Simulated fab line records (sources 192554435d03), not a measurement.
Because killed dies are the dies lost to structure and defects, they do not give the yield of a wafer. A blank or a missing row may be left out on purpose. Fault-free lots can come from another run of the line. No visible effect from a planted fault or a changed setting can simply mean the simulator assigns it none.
One fault through the eyes of 2 desks | flow n5-finfet | what lay behind the numbers comes last; until then each desk has only its own

== DESK OF THE TOOL OWNER: rie-diel-06 ==
The tool's own readings at N5_BEOL_M4_TRENCH_ETCH_37 (etches SiOC in C4F6/O2, target depth 55.555 nm, time 29.2 s): means of the sampled wafers that have a number, for each lot that ran on this tool. If a lot's mean is further than 4 standard deviations from the usual mean, the lot is out of limits and carries the mark OUT (the distance appears in the brackets).
Columns: A = drypump-motor-current-A at N5_BEOL_M4_TRENCH_ETCH_37, usual 5.6 A; B = oes-product-au at N5_BEOL_M4_TRENCH_ETCH_37, usual 0.78 a.u.; C = rf-vpp-V at N5_BEOL_M4_TRENCH_ETCH_37, usual 659 V; D = run-length-s at N5_BEOL_M4_TRENCH_ETCH_37, usual 52.4 s; E = showerhead-plenum-p-Torr at N5_BEOL_M4_TRENCH_ETCH_37, usual 2.85 Torr; F = throttle-valve-pct at N5_BEOL_M4_TRENCH_ETCH_37, usual 20.95 %
lot  | first seen here | A   | B    | C   | D               | E    | F
L438 | day 8 20:51     | 5.2 | 0.74 | 657 | 52.5            | 2.81 | 21.08
L445 | day 10 21:46    | 4.9 | 0.87 | 654 | 52.6            | 2.94 | 20.98
L448 | day 11 01:17    | 5.0 | 0.86 | 655 | 54.2 (+5.3) OUT | 2.96 | 20.98
L449 | day 11 05:01    | 5.0 | 0.79 | 649 | 53.7            | 2.87 | 20.99
This desk's verdict: out of limits on L448, starting with L448 at day 11 01:17 (run-length-s at N5_BEOL_M4_TRENCH_ETCH_37). Within limits: L438, L445, L449.

== AT THE METROLOGY DESK ==
What the gauges read, lot by lot, whatever tool the lot ran on: means of the sampled wafers that have a number. If a lot's mean is further than 4 standard deviations from the usual mean, the lot is out of limits and carries the mark OUT (the distance appears in the brackets). Shown here are 7 of its 13 readings, the ones lying furthest out on some lot.
Columns: A = trench-depth-nm at N5_BEOL_M4_OCD_MEAS_38, usual 55.3 nm; B = M4_THK at N5_BEOL_M4_THK_MEAS_53, usual 39.9 nm; C = M4_RS at N5_BEOL_M4_RS_MEAS_58, usual 0.67 ohm/sq; D = DIBL_P at N5_BEOL_M4_RC_MEAS_101, usual 36.6 mV/V; E = ION_P at N5_BEOL_M4_RC_MEAS_101, usual 460 uA/um; F = SS_N at N5_BEOL_M4_RC_MEAS_101, usual 71.4 mV/dec; G = VT_P at N5_BEOL_M4_RC_MEAS_101, usual -252 mV
lot  | first seen here | A    | B    | C    | D    | E   | F    | G
L438 | day 8 21:01     | 55.9 | 38.4 | 0.69 | 36.3 | 460 | 71.7 | -253
L445 | day 10 21:55    | 56.4 | 41.7 | 0.63 | 35.0 | 459 | 70.6 | -250
L447 | day 11 01:07    | 55.3 | 37.9 | 0.70 | 36.0 | 454 | 71.3 | -253
L448 | day 11 01:26    | 59.8 | 45.5 | 0.57 | 39.3 | 464 | 71.7 | -252
L449 | day 11 05:11    | 57.9 | 43.1 | 0.61 | 35.6 | 447 | 71.1 | -259
L450 | day 11 20:07    | 54.5 | 40.7 | 0.65 | 37.1 | 457 | 71.6 | -251
L455 | day 12 22:39    | 56.0 | 41.6 | 0.63 | 36.5 | 471 | 71.4 | -247
L456 | day 13 03:25    | 55.5 | 40.4 | 0.65 | 37.6 | 467 | 71.6 | -249
This desk found nothing out of limits on any of the 8 lots.

== BROUGHT TOGETHER ==
At day 11 01:17, on L448, the tool owner's desk was in a position to raise an alarm.
Metrology desk: nothing out of limits seen.
The metrology desk holds a record of L448, inside its limits.
N5_BEOL_M4_TRENCH_ETCH_37 was run on rie-diel-06 by each of the lots named.

== WHAT HAD BEEN PUT IN BY THE SIMULATOR ==
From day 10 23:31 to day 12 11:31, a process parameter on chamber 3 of rie-diel-06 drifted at N5_BEOL_M4_TRENCH_ETCH_37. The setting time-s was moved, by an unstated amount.
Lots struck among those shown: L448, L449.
Hours from the fault's start to each desk's first reading out of limits: the tool owner's desk, 2.
